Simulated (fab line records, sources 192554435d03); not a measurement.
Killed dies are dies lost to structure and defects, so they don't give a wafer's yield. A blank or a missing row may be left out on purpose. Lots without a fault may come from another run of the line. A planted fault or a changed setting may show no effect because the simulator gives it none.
Which tool did it? | flow n5_finfet | 10 lots, 30 wafers sampled, at 1 step of a route of 1938

WHAT THE GAUGES READ, wafer by wafer
N5_BEOL_M15_OVL_MEAS_29. Usual: M15_OVL 0 nm, standard deviation 5.8.
lot  | measured     | on         | M15_OVL (nm) | flag
L322 | day 11 11:36 | overlay-02 | 7 6 14       |
L323 | day 12 05:10 | overlay-01 | -4 -9 2      |
L328 | day 13 15:19 | overlay-02 | 8 12 7       |
L329 | day 14 03:38 | overlay-01 | 2 -15 -12    |
L330 | day 14 05:17 | overlay-01 | 3 -5 0       |
L335 | day 15 03:58 | overlay-02 | -1 -1 0      |
L337 | day 15 11:16 | overlay-02 | 5 -4 -8      |
L340 | day 16 12:38 | overlay-01 | -2 2 3       |
L343 | day 17 00:04 | overlay-02 | -3 -1 -7     |
L341 | day 17 01:51 | overlay-02 | -4 -5 -6     |

WHICH TOOL RAN EACH LOT (tool, then ch and the chambers of the sampled wafers, then the start)
The record holds no process step before these readings.

WHAT THE TOOLS THEMSELVES READ (means of the sampled wafers that have a number; where no wafer has one, the mark that the record gives instead)
The record holds no such reading with a usual standard deviation.

THE ANSWER, worked out from the rows above alone
Rule: a lot is off if the mean of its wafers that have a number lies more than 3 standard deviations from the usual mean. A lot without any number at a reading at which 4 lots or more have one is off too. The other lots that the step has rows for count as sound. The gauges are gone through in route order, then the tools' own readings, and for those a lot's mean is taken as printed above. The first step at which some lot is off is used, and at that step the reading that is off furthest; a lot without a number counts as furthest.
No lot is off at any reading shown: from this, nothing can be told.

WHAT THE SIMULATOR HAD PUT IN
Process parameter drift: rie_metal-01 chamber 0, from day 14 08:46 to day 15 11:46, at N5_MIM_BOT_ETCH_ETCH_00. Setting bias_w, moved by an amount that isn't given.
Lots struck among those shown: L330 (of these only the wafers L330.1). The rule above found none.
